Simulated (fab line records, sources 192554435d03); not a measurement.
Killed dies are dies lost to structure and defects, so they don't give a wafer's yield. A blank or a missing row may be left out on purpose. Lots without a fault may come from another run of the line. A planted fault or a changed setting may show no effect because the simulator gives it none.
A struck lot beside a sound one | flow n5_finfet | 15 steps out of a route of 1938
Sound: wafers L561.1, L561.4, L561.5. Struck: wafers L575.2, L575.4, L575.6. The cause comes at the end.
At each step with rows: each side's tool, then ch and its chambers, then its first start. Under that, the readings that differ: sound wafers | struck wafers | difference of the means | sigmas: that difference in standard deviations of wafers without a fault.
alike: readings whose means differ by less than 2 such deviations, and words and numbers that are the same on both sides. not compared: withheld readings, readings that some wafer has no value for, bounds like >300 that may hide the same value, and numbers for which the record gives no deviation and whose values overlap.
The two part at a step that has a row with sigmas, a row that says differs or no value, or rows on one side only. Numbers that don't overlap but have no deviation are shown without sigmas and don't part them. A reading that every wafer of one side lacks parts them only if that side has two wafers or more.

first, 1 step without rows for these wafers: N5_BEOL_M11_DEVELOP_27 (develop time 30 s).
N5_BEOL_M11_CD_MEAS_28: target cd 70 nm.
  sound on cd_sem-03 ch 0, day 11 19:02; struck on cd_sem-02 ch 0, day 15 16:20
  alike: cd_nm
N5_BEOL_M11_OVL_MEAS_29:
  sound on overlay-02 ch 0, day 11 19:04; struck on overlay-01 ch 0, day 15 16:22
  alike: V10_OVL
N5_BEOL_M11_INSPECT_30: inspects for defects (brightfield).
  sound on defect_inspect-02, day 11 19:05; struck on defect_inspect-01, day 15 16:23
  alike: raw_defect_count
then, 1 step without rows for these wafers: N5_BEOL_M11_DESCUM_33 (chemistry O2, time 7.9 s).
N5_BEOL_M11_ETCH_65: etches SiARC in CF4, target depth 39 nm, time 65 s.
  sound on rie_diel-05 ch 1,2,3, day 11 19:10; struck on rie_diel-06 ch 0,2, day 15 16:27
  alike: drypump_motor_current_A, etch_rf_on_time_s, oes_product_au, rf_vpp_V, showerhead_plenum_p_Torr, throttle_valve_pct
  not compared: rf_hours_counter_h
N5_BEOL_M11_ETCH_66: etches SOC in N2/H2, target depth 120 nm, overetch 24 nm, time 180 s.
  sound on rie_diel-05 ch 1,2,3, day 11 19:13; struck on rie_diel-06 ch 0,2, day 15 16:30
  alike: drypump_motor_current_A, n2_flow_sccm, oes_product_au, rf_vpp_V, showerhead_plenum_p_Torr, throttle_valve_pct
  not compared: rf_hours_counter_h
then, 1 step without rows for these wafers: N5_BEOL_M11_STRIP_69 (strips in N2/H2).
N5_BEOL_M11_VIA_ETCH_34: etches SiCOH lowk in C4F6/O2, target depth 184.5 nm, time 69.2 s.
  sound on rie_diel-05 ch 1,2,3, day 11 19:20; struck on rie_diel-06 ch 0,2, day 15 16:38
  alike: O2_flow_sccm, drypump_motor_current_A, oes_product_au, rf_vpp_V, showerhead_plenum_p_Torr, throttle_valve_pct
  not compared: rf_hours_counter_h
then, 2 steps without rows for these wafers: N5_BEOL_M11_STRIP_73 (strips in C4F6/O2); N5_BEOL_M11_STRIP_36 (strips in N2/H2).
N5_BEOL_M11_TRENCH_ETCH_37: etches SiCOH lowk in C4F6/O2, target depth 148.83 nm, time 48 s.
  sound on rie_diel-05 ch 1,2,3; struck on rie_diel-06 ch 0,2
  alike: O2_flow_sccm, drypump_motor_current_A, oes_product_au, rf_vpp_V, showerhead_plenum_p_Torr, throttle_valve_pct
  not compared: rf_hours_counter_h
N5_BEOL_M11_ETCH_41: etches SiCN in CH3F/O2, target depth 42.6 nm, time 86 s.
  sound on rie_diel-05 ch 1,2,3, day 11 19:28; struck on rie_diel-06 ch 0,2, day 15 16:46
  reading                  | sound             | struck            | difference | sigmas
  oes_product_au (a.u.)    | 0.81 0.84 0.82    | 1.18 1.18 1.08    | +0.32      | +5
  model.etch.depth_nm (nm) | 31.17 31.33 32.68 | 52.89 53.07 54.62 | +21.80     |
  alike: O2_flow_sccm, drypump_motor_current_A, rf_vpp_V, showerhead_plenum_p_Torr, throttle_valve_pct
  not compared: rf_hours_counter_h
N5_BEOL_M11_STRIP_77: strips in N2/H2, time 10 s.
  sound on rie_diel-05 ch 1,2,3; struck on rie_diel-06 ch 0,2
  alike: drypump_motor_current_A, n2_flow_sccm, oes_product_au, rf_vpp_V, showerhead_plenum_p_Torr, throttle_valve_pct
  not compared: rf_hours_counter_h
N5_PASSIVATION_PROBE_49:
  the record has rows for the struck wafers here (prober-01, day 17 10:40) and none for the sound ones

WHERE THEY PART
First at N5_BEOL_M11_ETCH_41; last, within this record, at N5_PASSIVATION_PROBE_49.

WHY: what the simulator had put in
Process parameter drift: rie_diel-06, from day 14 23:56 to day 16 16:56, at N5_BEOL_M11_ETCH_41. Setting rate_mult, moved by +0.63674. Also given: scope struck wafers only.
